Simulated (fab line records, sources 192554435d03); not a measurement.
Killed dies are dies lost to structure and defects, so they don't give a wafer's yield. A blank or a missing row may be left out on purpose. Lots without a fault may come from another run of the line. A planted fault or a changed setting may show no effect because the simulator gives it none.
Chamber matching | flow n5_finfet | N5_BEOL_M12_ILD_DEP_00 on pecvd-04: 3 sister chambers
The step deposits SiOC from DEMS/O2, target thk 658.92 nm, time 130.7 s. 22 wafers are shown with their chamber, then 11 later ones without.

WAFERS WITH THEIR CHAMBER
wafer  | chamber | throttle_valve_pct (%) | heater_power_w (W) | showerhead_plenum_p_Torr (Torr)
L074.1 | 1       | 11.9                   | 499                | 5.701
L074.2 | 0       | 12.7                   | 482                | 5.678
L074.3 | 2       | 11.8                   | 462                | 5.685
L075.2 | 0       | 12.8                   | 501                | 5.680
L075.3 | 1       | 12.0                   | 510                | 5.681
L075.6 | 1       | 12.0                   | 419                | 5.672
L076.2 | 1       | 12.0                   | 491                | 5.685
L076.5 | 0       | 12.9                   | 409                | 5.693
L076.6 | 1       | 12.0                   | 519                | 5.681
L082.2 | 1       | 11.9                   | 497                | 5.691
L082.3 | 2       | 10.9                   | 395                | 5.700
L082.6 | 2       | 10.9                   | 443                | 5.691
L086.2 | 0       | 13.1                   | 510                | 5.676
L086.3 | 2       | 10.7                   | 438                | 5.677
L086.4 | 1       | 12.3                   | 413                | 5.695
L085.1 | 2       | 11.2                   | 451                | 5.673
L085.4 | 1       | 12.1                   | 417                | 5.678
L085.5 | 0       | 13.0                   | 510                | 5.688
L087.4 | 2       | 11.3                   | 405                | 5.684
L087.5 | 0       | 13.2                   | 516                | 5.671
L087.6 | 1       | 11.7                   | 508                | 5.690
L088.2 | 1       | 11.7                   | 525                | 5.692

SIGNATURES (means of the wafers above)
reading                  | chamber 0 | chamber 1 | chamber 2 | scatter within a chamber
throttle_valve_pct       | 12.950    | 11.960    | 11.133    | 0.255
heater_power_w           | 488.00    | 479.80    | 432.33    | 39.7
showerhead_plenum_p_Torr | 5.68100   | 5.68660   | 5.68500   | 0.00885
Rule: a wafer's distance from a chamber is the root of the sum, over the readings, of the square of ((its reading less the chamber's mean) divided by the reading's scatter). The wafer belongs to the nearest chamber; if the next one is less than 2 further off, it can't be placed. The scatter: the root of (the sum of the squares of (reading less its chamber's mean) over the shown wafers, divided by (wafers less chambers)).

WAFERS WITHOUT THEIR CHAMBER
wafer  | throttle_valve_pct (%) | heater_power_w (W) | showerhead_plenum_p_Torr (Torr)
L088.4 | 11.9                   | 412                | 5.684
L088.6 | 13.0                   | 476                | 5.668
L094.4 | 13.0                   | 474                | 5.686
L094.5 | 10.8                   | 447                | 5.689
L094.6 | 11.8                   | 495                | 5.682
L095.2 | 12.1                   | 503                | 5.683
L095.3 | 13.1                   | 496                | 5.684
L095.5 | 10.7                   | 400                | 5.691
L096.1 | 12.1                   | 454                | 5.685
L096.2 | 13.1                   | 501                | 5.704
L096.3 | 11.1                   | 483                | 5.681

WHICH CHAMBER EACH WENT THROUGH
wafer  | from the rows above     | in truth
L088.4 | can't be placed: 1 or 2 | 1
L088.6 | 0                       | 0
L094.4 | 0                       | 0
L094.5 | 2                       | 2
L094.6 | 1                       | 1
L095.2 | 1                       | 1
L095.3 | 0                       | 0
L095.5 | 2                       | 2
L096.1 | 1                       | 1
L096.2 | 0                       | 0
L096.3 | 2                       | 2
Placed correctly: 10 of 11. Can't be placed from these rows: 1 (the true chamber is among the candidates in 1). Placed wrongly: 0.
